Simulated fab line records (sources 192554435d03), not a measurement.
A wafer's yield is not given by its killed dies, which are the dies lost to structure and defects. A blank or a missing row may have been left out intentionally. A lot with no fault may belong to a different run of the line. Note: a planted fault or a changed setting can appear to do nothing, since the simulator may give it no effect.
Which tool did it? ; flow n5_finfet ; 29 wafers from 11 lots sampled at 4 of the route's 1938 steps

WHAT THE GAUGES SHOWED, per wafer
N5_BEOL_M10_THK_MEAS_53: measures by xrf.
lot;measured;on;M10_THK (nm)
L512;day 11 22:08;film_metro-01;138.8 141.5 138.3
L513;day 12 01:32;film_metro-01;141.2 143.6 138.1
L517;day 12 02:36;film_metro-01;141.9 139.9
L520;day 12 08:44;film_metro-02;133.3 138.2
L515;day 12 11:38;film_metro-01;141.3 133.7 141.8
L522;day 13 23:10;film_metro-01;138.9 139.8
L525;day 15 00:08;film_metro-01;139.9 138.9 136.7
L528;day 15 03:44;film_metro-01;135.4 136.6 136.3
L530;day 15 16:25;film_metro-02;134.4 137.6 134.3
L532;day 16 01:43;film_metro-02;139.3 142.9
L533;day 16 09:49;film_metro-02;138.8 139.8 140.4

WHAT TOOL EACH LOT RAN ON (gives the tool, then ch and the chambers of the sampled wafers, and finally the start)
lot;N5_BEOL_M10_PECVD_70;N5_BEOL_M10_DEGAS_44;N5_BEOL_M10_CMP_52
L512;pecvd-02 ch 0,1,2, day 11 13:13;pvd_sputter-03, day 11 19:28;cmp-02 ch 1,2,3, day 11 21:55
L513;pecvd-04 ch 0,1,2, day 11 17:23;pvd_sputter-01, day 11 21:36;cmp-04 ch 0,1,2, day 12 01:14
L517;pecvd-04 ch 0,1, day 11 19:55;pvd_sputter-01, day 12 00:41;cmp-04 ch 0,3, day 12 02:19
L520;pecvd-02 ch 1,2, day 12 02:51;pvd_sputter-01, day 12 07:21;cmp-04 ch 1,3, day 12 08:31
L515;pecvd-04 ch 0,1,2, day 12 03:42;pvd_sputter-03, day 12 08:08;cmp-04 ch 0,1,2, day 12 11:25
L522;pecvd-04 ch 0,2, day 13 14:47;pvd_sputter-03, day 13 21:40;cmp-01 ch 2, day 13 22:52
L525;pecvd-04 ch 1,2, day 14 17:15;pvd_sputter-01, day 14 21:53;cmp-04 ch 2,3, day 14 23:52
L528;pecvd-03 ch 0,2, day 14 17:59;pvd_sputter-03, day 15 00:48;cmp-01 ch 0,1, day 15 03:26
L530;pecvd-02 ch 1,2, day 15 09:57;pvd_sputter-02, day 15 14:44;cmp-01 ch 0,2,3, day 15 16:07
L532;pecvd-03 ch 0,1, day 15 16:41;pvd_sputter-02, day 15 23:50;cmp-02 ch 0,2, day 16 01:25
L533;pecvd-03 ch 0,1,2, day 16 02:01;pvd_sputter-03, day 16 06:47;cmp-02 ch 0,3, day 16 09:34
- N5_BEOL_M10_PECVD_70: deposits SiO2 from TEOS/O2, target thk 20 nm, time 22.7 s.
- N5_BEOL_M10_DEGAS_44: time 60 s.
- N5_BEOL_M10_CMP_52: polishes, stops on SiCOH lowk, t overpolish 7 s, target thk 140 nm.

WHAT THE TOOLS THEMSELVES READ (means of the sampled wafers that have a number; where no wafer has one, the mark that the record gives instead)
N5_BEOL_M10_PECVD_70.
lot;tool;chamber_pressure_Torr (Torr);heater_power_w (W);showerhead_plenum_p_Torr (Torr);throttle_valve_pct (%)
L512;pecvd-02;5.499;658;8.79;22.3
L513;pecvd-04;5.491;796;8.79;21.8
L517;pecvd-04;5.496;829;8.79;22.1
L520;pecvd-02;5.516;659;8.80;22.2
L515;pecvd-04;5.504;827;8.80;22.1
L522;pecvd-04;5.490;795;8.84;22.3
L525;pecvd-04;5.486;756;8.73;21.6
L528;pecvd-03;5.503;619;8.76;21.5
L530;pecvd-02;5.494;722;8.78;22.7
L532;pecvd-03;5.503;729;8.76;22.7
L533;pecvd-03;5.502;687;8.79;22.3

N5_BEOL_M10_DEGAS_44.
lot;tool;heater_power_w (W)
L512;pvd_sputter-03;334
L513;pvd_sputter-01;324
L517;pvd_sputter-01;325
L520;pvd_sputter-01;291
L515;pvd_sputter-03;354
L522;pvd_sputter-03;356
L525;pvd_sputter-01;321
L528;pvd_sputter-03;325
L530;pvd_sputter-02;312
L532;pvd_sputter-02;317
L533;pvd_sputter-03;367

N5_BEOL_M10_CMP_52.
lot;tool;barrier_field_endpoint_s (s);clearing_platen_rpm (rpm);motor_current_A (A);retaining_ring_pressure_frac
L512;cmp-02;28.7;50.011;5.9;1.002
L513;cmp-04;29.7;49.993;5.3;0.997
L517;cmp-04;28.9;50.022;6.1;0.997
L520;cmp-04;28.9;49.993;6.4;0.999
L515;cmp-04;28.3;49.994;5.3;1.004
L522;cmp-01;37.0;50.044;5.6;0.998
L525;cmp-04;32.5;50.016;5.8;1.007
L528;cmp-01;28.2;49.997;6.5;1.001
L530;cmp-01;28.3;49.978;6.0;1.001
L532;cmp-02;29.2;49.999;6.3;1.006
L533;cmp-02;29.3;50.003;6.3;0.996

THE ANSWER, worked out from the rows above alone
Rule: the usual values come from the lots themselves. The widest of any qualifying gaps counts: lots, ordered by their means at a reading, are off when they make up no more than a third of the lots, leave a main group of 4 or more, and stand apart from it by 3 or more times the standard deviation of that group's means. A main group whose means are all the same, to the digits that the tables above print for the reading, isn't used. Also off: a lot with no number at a reading for which 4 or more lots have one. Any other lot the step has rows for is counted as sound. The gauges are gone through in route order, then the tools' own readings, and for those a lot's mean is taken as printed above. At the first step where some lot is off, the reading lying furthest off is the one used; lots without a number count as furthest.
Off at N5_BEOL_M10_CMP_52 (barrier_field_endpoint_s): L522, L525. Main group: mean 28.8 s, sd 0.48.
If a tool, at that step or one of the process steps before it, ran each lot that is off and ran no sound lot following the first of them, it fits. One candidate fits, namely pecvd-04 at N5_BEOL_M10_PECVD_70. A fault onset in the window from L515 (day 12 03:42, its last sound lot) to L522 (day 13 14:47, its first lot off) fits.

WHAT WAS PUT IN BY THE SIMULATOR
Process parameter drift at N5_BEOL_M10_PECVD_70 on pecvd-04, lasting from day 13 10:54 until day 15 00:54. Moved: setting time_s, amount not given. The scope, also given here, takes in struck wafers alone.
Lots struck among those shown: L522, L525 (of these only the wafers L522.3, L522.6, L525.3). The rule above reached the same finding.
